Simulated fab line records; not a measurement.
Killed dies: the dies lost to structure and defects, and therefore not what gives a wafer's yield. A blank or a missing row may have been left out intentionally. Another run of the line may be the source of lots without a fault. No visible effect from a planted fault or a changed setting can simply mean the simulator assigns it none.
fab line records | flow n5_finfet
record: lots: 6 | wafers: 18 | last_day: 19
route steps=1938 shown HKMG_FIN@454 GATE_CUT@465 PASSIVATION@1936
lots with no fault: from the same line, run without faults
start_h: hours from the record's first day to the start of the lot's first wafer shown | wait_h: hours from the lot's prior step to this one | " repeats the value in the row above | L1.1+2: a row that stands for several wafers | - no value, or no start was given | * or withheld: withheld | < > ~ a bound
route shown NAME@n: NAME is a module with steps in the file, n the number in the route of the first one | usual: the fault-free wafers' mean and standard deviation | same: alike in all rows | chamber/n: place in a boat | sites: readings site by site | _std_site: standard deviation of those values | _edge_site: mean of outer sites minus mean of inner sites | radius_mm: for every site, how far away it sits from the centre of the wafer | mask NAME#n: copy n | behind: the last tool/chamber to shape the wafer | hold: why the lot was held/for how many hours/how that ended | device: transistor that didn't switch, given as n, p or np | end of line: tests run on the same wafers once the route is complete | a step without rows: its recipe alone | killed: at the first sort, the dies lost to defects and structure; wafer yield is something else | map: shows each die of a wafer: x if killed, . if not, _ if none is there
set.NAME: the setting that was run; set.NAME@STEP: the one run at that earlier step | model.NAME: the simulator's own value behind a step, which no gauge read
lots at some steps of the route; a table a step, a row a wafer
services: a tool's chamber out of use, with start hour (start_h, from the record's first day; less than 0 if before it), hours out, and reason
== steps ==
step: N5_HKMG_FIN_ETCHBACK_68
recipe: chemistry: Cl2/Ar | stop_on: HfO2 | target_depth_a: 5 | pressure_mtorr: 10 | icp_w: 600 | bias_w: 60 | Cl2_flow_sccm: 40 | Ar_flow_sccm: 60
usual: chamber_pressure_mTorr: 9.999/0.0097 | drypump_motor_current_A: 6.2/0.41 | oes_product_au: 0.80/0.11 | throttle_valve_pct: 20.84/0.11
lot.wafer | tool         | chamber | start_h | wait_h | chamber_pressure_mTorr | drypump_motor_current_A | oes_product_au | rf_hours_counter_h | throttle_valve_pct
L124.1    | rie_metal-02 | 1       | 78.46   | 0.0    | 9.998                  | 5.5                     | 0.61           | 130                | 21.02
L124.2    | "            | 0       | "       | "      | 10.005                 | 6.4                     | 0.59           | 132                | 21.00
L124.6    | "            | 1       | "       | "      | 10.006                 | 5.6                     | 0.61           | -                  | 21.01
L126.2    | rie_metal-01 | 1       | 88.48   | 0.1    | 9.995                  | 6.5                     | 0.81           | -                  | 20.83
L126.3    | "            | 1       | "       | "      | 10.001                 | 6.5                     | 0.81           | -                  | 20.84
L126.5    | "            | 1       | "       | "      | 10.003                 | 6.5                     | 0.80           | -                  | 20.84
L137.1    | rie_metal-01 | 0       | 169.01  | 0.0    | 9.995                  | 6.1                     | 0.80           | 29                 | 20.70
L137.2    | "            | 1       | "       | "      | 9.996                  | 6.6                     | 0.79           | 42                 | 20.86
L137.5    | "            | 1       | "       | "      | 9.988                  | 6.6                     | 0.79           | -                  | 20.86
L139.1    | rie_metal-02 | 1       | 179.71  | 0.0    | 9.994                  | 5.6                     | 0.93           | 2                  | 20.80
L139.3    | "            | 1       | "       | "      | 10.001                 | 5.6                     | 0.93           | -                  | 20.79
L139.6    | "            | 1       | "       | "      | 10.003                 | 5.5                     | 0.94           | -                  | 20.78
L141.2    | rie_metal-01 | 1       | 193.00  | 0.0    | 9.998                  | 6.5                     | 0.79           | 45                 | 20.86
L141.5    | "            | 0       | "       | "      | 10.006                 | 6.1                     | 0.80           | -                  | 20.72
L141.6    | "            | 1       | "       | "      | 9.997                  | 6.6                     | 0.79           | -                  | 20.87
L147.3    | rie_metal-03 | 1       | 217.86  | 0.1    | 9.996                  | 6.5                     | 0.93           | -                  | 20.81
L147.4    | "            | 0       | "       | "      | 10.008                 | 5.6                     | 0.80           | -                  | 20.79
L147.5    | "            | 0       | "       | "      | 9.995                  | 5.7                     | 0.81           | -                  | 20.79
step: N5_HKMG_FIN_STRIP_69
recipe: chemistry: N2/H2 | power_w: 2500 | temp_c: 300 | h2_frac: 0.65 | time_s: 360 | pressure_mtorr: withheld | n2_flow_sccm: 1750 | h2_flow_sccm: 3250
step: N5_HKMG_FIN_ALD_21
recipe: material: TiN | target_thk_a: 15 | temp_c: 400 | ald_precursor_family: TiCl4 | ald_co_reactant: NH3 | pulse_time_s: 1 | purge_time_s: 3 | co_reactant_purge_time_s: 2 | co_reactant_pulse_time_s: 2 | ald_cycles: 68 | pressure_torr: 3
usual: heater_power_w: 892/60 | precursor_pulse_height_rel: 1.000/0.019
same: co_reactant_purge_time_s: 2
lot.wafer | tool         | chamber | start_h | wait_h | heater_power_w | precursor_pulse_height_rel
L124.1    | ald_metal-03 | 1       | 78.99   | 0.3    | 769            | 0.992
L124.2    | "            | 0       | "       | "      | 867            | 1.026
L124.6    | "            | 2       | "       | "      | 896            | 0.980
L126.2    | ald_metal-01 | 2       | 89.08   | 0.3    | 771            | 0.993
L126.3    | "            | 3       | "       | "      | 941            | 1.032
L126.5    | "            | 2       | "       | "      | 807            | 0.994
L137.1    | ald_metal-02 | 0       | 169.54  | 0.3    | 905            | 1.008
L137.2    | "            | 2       | "       | "      | 874            | 1.025
L137.5    | "            | 0       | "       | "      | 908            | 1.000
L139.1    | ald_metal-01 | 1       | 180.35  | 0.3    | 805            | 0.982
L139.3    | "            | 3       | "       | "      | 949            | 0.983
L139.6    | "            | 1       | "       | "      | 815            | 1.030
L141.2    | ald_metal-02 | 1       | 193.53  | 0.3    | 897            | 1.010
L141.5    | "            | 0       | "       | "      | 911            | 0.978
L141.6    | "            | 3       | "       | "      | 983            | 0.993
L147.3    | ald_metal-01 | 3       | 218.35  | 0.1    | 962            | 1.023
L147.4    | "            | 0       | "       | "      | 950            | 1.037
L147.5    | "            | 3       | "       | "      | 948            | 0.972
step: N5_HKMG_FIN_ALD_72
recipe: material: W | target_thk_a: 20 | temp_c: 300 | pressure_torr: 7.5 | ald_precursor_family: WF6 | ald_co_reactant: B2H6 | pulse_time_s: 1 | purge_time_s: 2 | co_reactant_purge_time_s: 2 | co_reactant_pulse_time_s: 3 | ald_cycles: 7
step: N5_HKMG_FIN_W_FILL_22
recipe: material: W | target_thk_a: 600 | temp_c: 400 | pressure_torr: 39.4 | time_s: 18.2
step: N5_HKMG_FIN_PRECLEAN_83
recipe: chemistry: DIW | time_s: 57.5 | temp_c: 23
step: N5_HKMG_FIN_SRD_84
recipe: dry_time_s: 32 | dry: n2_spin | spin_rpm: 1500
step: N5_HKMG_FIN_CMP_23
recipe: stop_on: SiNx | t_overpolish_s: 10 | post_cmp_clean: rinse_only | down_force_psi: 4 | platen_rpm: 50.289 | pad_velocity_m_s: 1.0006 | target_thk_nm: 46.326
usual: motor_current_A: 12.4/1.3 | overpolish_run_s: 9.999/0.021 | time_to_endpoint_s: 12.3/2.2
lot.wafer | tool   | chamber | start_h | wait_h | motor_current_A | overpolish_run_s | time_to_endpoint_s
L124.1    | cmp-03 | 2       | 79.52   | 0.0    | 12.9            | 9.985            | 9.6
L124.2    | "      | 1       | "       | "      | 12.7            | 10.013           | 10.7
L124.6    | "      | 3       | "       | "      | 12.9            | 9.996            | 11.9
L126.3    | cmp-02 | 2       | 89.78   | 0.2    | 13.7            | 9.998            | 13.4
L126.2    | "      | 3       | "       | "      | 11.8            | 10.000           | 13.8
L126.5    | "      | 0       | "       | "      | 14.8            | 9.998            | 13.0
L137.2    | cmp-02 | 1       | 170.15  | 0.1    | 9.8             | 10.011           | 12.4
L137.1    | "      | 2       | "       | "      | 13.8            | 10.004           | 11.7
L137.5    | "      | 0       | "       | "      | 15.6            | 10.008           | 12.3
L139.3    | cmp-03 | 1       | 180.96  | 0.1    | 12.5            | 10.012           | 7.2
L139.1    | "      | 2       | "       | "      | 12.8            | 9.998            | 7.0
L139.6    | "      | 0       | "       | "      | 12.2            | 10.008           | 8.5
L141.2    | cmp-03 | 2       | 194.22  | 0.2    | 13.2            | 9.998            | 12.4
L141.6    | "      | 0       | "       | "      | 12.4            | 9.996            | 10.3
L141.5    | "      | 1       | "       | "      | 12.0            | 9.991            | 11.3
L147.3    | cmp-02 | 1       | 218.96  | 0.1    | 10.5            | 9.770            | 18.8
L147.4    | "      | 3       | "       | "      | 11.6            | 9.994            | 12.9
L147.5    | "      | 0       | "       | "      | 14.5            | 10.013           | 14.3
step: N5_HKMG_FIN_CMP_94
recipe: stop_on: SiNx | post_cmp_clean: w_dilute_nh4oh | t_overpolish_s: 4.7 | down_force_psi: 4 | platen_rpm: 50.289 | pad_velocity_m_s: 1.0006 | target_thk_nm: 43.299
usual: motor_current_A: 12.4/1.3
lot.wafer | tool   | chamber | start_h | wait_h | motor_current_A
L124.1    | cmp-03 | 2       | 80.00   | 0.4    | 13.6
L124.2    | "      | 1       | "       | "      | 12.1
L124.6    | "      | 3       | "       | "      | 13.1
L126.3    | cmp-02 | 2       | 90.16   | 0.3    | 13.1
L126.2    | "      | 3       | "       | "      | 11.4
L126.5    | "      | 0       | "       | "      | 15.4
L137.2    | cmp-02 | 1       | 170.58  | 0.3    | 10.6
L137.1    | "      | 2       | "       | "      | 14.2
L137.5    | "      | 0       | "       | "      | 15.0
L139.3    | cmp-03 | 1       | 181.39  | 0.3    | 14.0
L139.1    | "      | 2       | "       | "      | 13.1
L139.6    | "      | 0       | "       | "      | 12.2
L141.2    | cmp-03 | 2       | 194.60  | 0.3    | 13.0
L141.6    | "      | 0       | "       | "      | 12.3
L141.5    | "      | 1       | "       | "      | 13.4
L147.3    | cmp-02 | 1       | 219.39  | 0.3    | 10.1
L147.4    | "      | 3       | "       | "      | 11.5
L147.5    | "      | 0       | "       | "      | 15.7
step: N5_HKMG_FIN_INSPECT_28
recipe: inspect_instrument: darkfield | mode: post_cmp
usual: raw_defect_count: 41/17
lot.wafer | tool              | chamber | start_h | wait_h | raw_defect_count
L124.1    | defect_inspect-01 | -       | 80.23   | 0.0    | 21
L124.2    | "                 | -       | "       | "      | 47
L124.6    | "                 | -       | "       | "      | 38
L126.2    | defect_inspect-02 | -       | 90.33   | 0.0    | 34
L126.3    | "                 | -       | "       | "      | 45
L126.5    | "                 | -       | "       | "      | 42
L137.1    | defect_inspect-01 | -       | 170.78  | 0.0    | 42
L137.2    | "                 | -       | "       | "      | 39
L137.5    | "                 | -       | "       | "      | 28
L139.1    | defect_inspect-02 | -       | 181.60  | 0.0    | 57
L139.3    | "                 | -       | "       | "      | 69
L139.6    | "                 | -       | "       | "      | 84
L141.2    | defect_inspect-02 | -       | 194.78  | 0.0    | 52
L141.5    | "                 | -       | "       | "      | 43
L141.6    | "                 | -       | "       | "      | 29
L147.3    | defect_inspect-02 | -       | 219.59  | 0.0    | 41
L147.4    | "                 | -       | "       | "      | 32
L147.5    | "                 | -       | "       | "      | 50
step: N5_GATE_CUT_ETCHBACK_00
recipe: chemistry: SF6/Cl2 | target: W | pressure_mtorr: 8 | icp_w: 900 | bias_w: 80 | SF6_flow_sccm: 40 | Cl2_flow_sccm: 60
step: N5_GATE_CUT_ETCH_56
recipe: chemistry: Cl2/Ar | target: TiN | target_depth_a: 216 | pressure_mtorr: 10 | icp_w: 600 | bias_w: 60 | Cl2_flow_sccm: 40 | Ar_flow_sccm: 60
usual: chamber_pressure_mTorr: 10.000/0.0084 | drypump_motor_current_A: 6.1/0.43 | oes_product_au: 0.83/0.1 | throttle_valve_pct: 20.81/0.11
lot.wafer | tool         | chamber | start_h | wait_h | chamber_pressure_mTorr | drypump_motor_current_A | oes_product_au | rf_hours_counter_h | throttle_valve_pct | model.etch.depth_nm
L124.1    | rie_metal-03 | 1       | 80.39   | 0.1    | 9.998                  | 6.5                     | 0.62           | 127                | 21.10              | 21.58
L124.2    | "            | 0       | "       | "      | 9.993                  | 5.7                     | 0.88           | 14                 | 20.70              | 22.23
L124.6    | "            | 0       | "       | "      | 9.989                  | 5.6                     | 0.89           | -                  | 20.72              | 22.14
L126.2    | rie_metal-01 | 1       | 90.63   | 0.2    | 10.013                 | 6.5                     | 0.83           | -                  | 20.82              | 22.08
L126.3    | "            | 1       | "       | "      | 10.004                 | 6.5                     | 0.83           | -                  | 20.80              | 22.21
L126.5    | "            | 1       | "       | "      | 9.999                  | 6.5                     | 0.83           | -                  | 20.81              | 22.12
L137.1    | rie_metal-01 | 0       | 170.98  | 0.1    | 10.003                 | 6.0                     | 0.80           | 29                 | 20.70              | 21.45
L137.2    | "            | 1       | "       | "      | 9.992                  | 6.5                     | 0.81           | 42                 | 20.84              | 22.16
L137.5    | "            | 1       | "       | "      | 10.004                 | 6.6                     | 0.98           | -                  | 20.61              | 29.72
L139.1    | rie_metal-01 | 0       | 181.75  | 0.1    | 9.991                  | 6.1                     | 0.80           | 31                 | 20.70              | 21.65
L139.3    | "            | 0       | "       | "      | 9.988                  | 6.1                     | 0.80           | -                  | 20.69              | 21.57
L139.6    | "            | 1       | "       | "      | 10.006                 | 6.5                     | 0.99           | -                  | 20.61              | 29.78
L141.2    | rie_metal-03 | 1       | 194.93  | 0.1    | 9.995                  | 6.6                     | 0.97           | 0                  | 20.80              | 21.7
L141.5    | "            | 1       | "       | "      | 10.001                 | 6.6                     | 0.99           | -                  | 20.80              | 21.98
L141.6    | "            | 0       | "       | "      | 10.012                 | 5.7                     | 0.82           | -                  | 20.78              | 21.72
L147.3    | rie_metal-03 | 0       | 219.78  | 0.1    | 9.985                  | 5.6                     | 0.81           | -                  | 20.78              | 21.74
L147.4    | "            | 1       | "       | "      | 10.017                 | 6.6                     | 0.93           | -                  | 20.82              | 21.89
L147.5    | "            | 0       | "       | "      | 10.013                 | 5.7                     | 0.81           | -                  | 20.78              | 21.78
step: N5_GATE_CUT_ETCHBACK_30
recipe: chemistry: Cl2/Ar | target: TiN | target_depth_a: 30 | mode: isotropic | pressure_mtorr: 10 | icp_w: 600 | bias_w: 60 | Cl2_flow_sccm: 40 | Ar_flow_sccm: 60
usual: chamber_pressure_mTorr: 10.000/0.0091 | drypump_motor_current_A: 6.1/0.42 | oes_product_au: 0.83/0.1 | throttle_valve_pct: 20.81/0.11
lot.wafer | tool         | chamber | start_h | wait_h | chamber_pressure_mTorr | drypump_motor_current_A | oes_product_au | rf_hours_counter_h | throttle_valve_pct
L124.1    | rie_metal-03 | 1       | 80.48   | 0.1    | 9.993                  | 6.5                     | 0.62           | 127                | 21.09
L124.2    | "            | 0       | "       | "      | 10.002                 | 5.7                     | 0.88           | 14                 | 20.72
L124.6    | "            | 0       | "       | "      | 9.996                  | 5.7                     | 0.88           | -                  | 20.72
L126.2    | rie_metal-01 | 1       | 90.79   | 0.1    | 10.006                 | 6.5                     | 0.82           | -                  | 20.82
L126.3    | "            | 1       | "       | "      | 10.003                 | 6.5                     | 0.83           | -                  | 20.82
L126.5    | "            | 1       | "       | "      | 10.008                 | 6.5                     | 0.83           | -                  | 20.80
L137.1    | rie_metal-01 | 0       | 171.10  | 0.1    | 10.002                 | 6.1                     | 0.81           | 29                 | 20.69
L137.2    | "            | 1       | "       | "      | 9.985                  | 6.5                     | 0.81           | 42                 | 20.84
L137.5    | "            | 1       | "       | "      | 9.989                  | 6.5                     | 0.81           | -                  | 20.84
L139.1    | rie_metal-01 | 0       | 181.84  | 0.1    | 9.996                  | 6.1                     | 0.81           | 31                 | 20.70
L139.3    | "            | 0       | "       | "      | 10.006                 | 6.1                     | 0.81           | -                  | 20.69
L139.6    | "            | 1       | "       | "      | 9.982                  | 6.5                     | 0.81           | -                  | 20.83
L141.2    | rie_metal-03 | 1       | 195.02  | 0.1    | 10.012                 | 6.5                     | 0.98           | 0                  | 20.80
L141.5    | "            | 1       | "       | "      | 10.007                 | 6.5                     | 0.98           | -                  | 20.81
L141.6    | "            | 0       | "       | "      | 10.003                 | 5.7                     | 0.82           | -                  | 20.76
L147.3    | rie_metal-03 | 0       | 219.85  | 0.0    | 10.007                 | 5.7                     | 0.82           | -                  | 20.75
L147.4    | "            | 1       | "       | "      | 10.010                 | 6.6                     | 0.95           | -                  | 20.82
L147.5    | "            | 0       | "       | "      | 9.994                  | 5.7                     | 0.81           | -                  | 20.76
step: N5_PASSIVATION_PROBE_49
usual: killed_at_M0_to_M3: 37/12 | killed_at_M4_up: 15/5.6 | killed_at_contacts: 13/6.9 | killed_at_front_end: 40/11 | killed_at_other: 4/3.2 | killed_dies: 109/20 | killed_open: 73/15 | killed_short: 35/8.3
same: gross_dies: 1180 | killed_at_back_side: 0
lot.wafer | tool      | chamber | start_h | wait_h | killed_at_M0_to_M3 | killed_at_M4_up | killed_at_contacts | killed_at_front_end | killed_at_other | killed_dies | killed_open | killed_short
L124.1    | prober-01 | -       | 307.34  | 0.0    | 26                 | 19              | 14                 | 45                  | 2               | 106         | 71          | 35
L124.2    | prober-01 | -       | 307.39  | 0.1    | 28                 | 19              | 21                 | 55                  | 4               | 127         | 92          | 32
L124.6    | prober-01 | -       | 307.59  | 0.3    | 42                 | 13              | 12                 | 59                  | 0               | 126         | 92          | 33
L137.1    | prober-02 | -       | 426.85  | 0.0    | 34                 | 12              | 25                 | 37                  | 0               | 108         | 73          | 31
L137.2    | prober-02 | -       | 426.90  | 0.1    | 37                 | 13              | 13                 | 45                  | 1               | 109         | 65          | 41
L137.5    | prober-02 | -       | 427.05  | 0.2    | 36                 | 18              | 29                 | 38                  | 0               | 121         | 95          | 24
killed by level:class
L124.1 FIN_SAQP:geometric_particle:open=14 MOL_CONTACT_COAG:geometric_particle:open=11 DUMMY_GATE:geometric_particle:open=9 BEOL_M2:geometric_particle:open=7 BEOL_M4:geometric_particle:open=7 FIN_SAQP:geometric_particle:short=6 BEOL_M0_SAQP:geometric_particle:short=6 STI_FIN_REVEAL:geometric_particle:short=4
L124.2 MOL_CONTACT_COAG:geometric_particle:open=15 STI_FIN_REVEAL:geometric_particle:open=14 FIN_SAQP:geometric_particle:open=12 DUMMY_GATE:geometric_particle:open=8 BEOL_M0_SAQP:geometric_particle:open=8 MOL_CONTACT_COAG:geometric_particle:short=6 BEOL_M2:geometric_particle:open=6 BEOL_M4:geometric_particle:open=6
L124.6 FIN_SAQP:geometric_particle:open=13 BEOL_M0_SAQP:geometric_particle:short=13 BEOL_M0_SAQP:geometric_particle:open=11 MOL_CONTACT_COAG:geometric_particle:open=10 DUMMY_GATE:geometric_particle:open=9 FIN_SAQP:geometric_particle:short=8 STI_FIN_REVEAL:geometric_particle:open=8 ILD0:geometric_particle:open=6
L137.1 MOL_CONTACT_COAG:geometric_particle:open=22 BEOL_M0_SAQP:geometric_particle:open=8 BEOL_M2:geometric_particle:open=7 BEOL_M0_SAQP:geometric_particle:short=7 BEOL_M1:geometric_particle:open=7 FIN_SAQP:geometric_particle:short=6 GATE_CUT:geometric_particle:short=6 GATE_CUT:geometric_particle:open=6
L137.2 FIN_SAQP:geometric_particle:short=15 BEOL_M2:geometric_particle:open=14 STI_FIN_REVEAL:geometric_particle:open=10 MOL_CONTACT_COAG:geometric_particle:open=10 BEOL_M0_SAQP:geometric_particle:short=8 BEOL_M0_SAQP:geometric_particle:open=8 FIN_SAQP:geometric_particle:open=4 BEOL_M4:geometric_particle:open=4
L137.5 MOL_CONTACT_COAG:geometric_particle:open=25 BEOL_M2:geometric_particle:open=12 STI_FIN_REVEAL:geometric_particle:open=10 BEOL_M0_SAQP:geometric_particle:open=7 GATE_CUT:geometric_particle:short=6 BEOL_M1:geometric_particle:open=6 BEOL_M4:geometric_particle:open=6 FIN_SAQP:geometric_particle:open=5
== services ==
tool         | chamber | start_h | hours | kind
ald_metal-01 | 1       | 65.44   | 18.7  | repair
cmp-02       | -       | 75.15   | 0.4   | repair
ald_metal-01 | -       | 80.07   | 8.7   | pm
cmp-02       | -       | 85.64   | 1.9   | repair
rie_metal-03 | 1       | 99.45   | 4.7   | repair
rie_metal-02 | -       | 107.53  | 14.6  | pm
cmp-03       | -       | 111.54  | 5.5   | pm
cmp-03       | -       | 117.19  | 1.3   | repair
rie_metal-01 | -       | 123.27  | 0.9   | repair
cmp-02       | -       | 126.43  | 1.0   | repair
ald_metal-03 | -       | 134.16  | 8.7   | pm
cmp-03       | -       | 137.22  | 3.4   | repair
rie_metal-01 | 1       | 139.17  | 8.5   | repair
cmp-02       | -       | 151.32  | 1.7   | repair
rie_metal-03 | 1       | 165.33  | -     | clean
rie_metal-03 | 1       | 165.33  | 24.7  | scheduled_down
rie_metal-03 | 1       | 165.33  | 24.7  | vent_cycle
cmp-02       | -       | 182.48  | 4.0   | pm
cmp-02       | -       | 186.48  | -     | consumable_replace:conditioner
cmp-02       | -       | 186.48  | -     | consumable_replace:pad
cmp-03       | -       | 189.93  | 0.7   | repair
cmp-02       | -       | 198.37  | 3.8   | pm
ald_metal-02 | -       | 198.58  | 0.5   | repair
ald_metal-02 | 2       | 200.19  | 24.2  | repair
== key ==
first_sign none at tools or gauges
model_effect: step: N5_GATE_CUT_ETCH_56 | value: etch.depth_nm | without: 22.09 | struck: 29.75
met_at N5_GATE_CUT_ETCH_56
struck_wafers L137.5,L139.6
tester_left_out L137,L139
onset_between 90.63 170.98
fault: kind: process_parameter_drift | tool: rie_metal-01 | chamber: - | onset_h: 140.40 | steps: N5_GATE_CUT_ETCH_56 | channel: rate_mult | offset: 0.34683 | shape: step | end_h: 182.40 | scope: struck_wafers_only
tester_left_out: of these lots the tester's yield and bins aren't shown, on N5 and GAA mostly nor the transistor test; their killed dies are dies lost to structure and defects alone, not to doping, threshold or leakage, so they don't give the yield
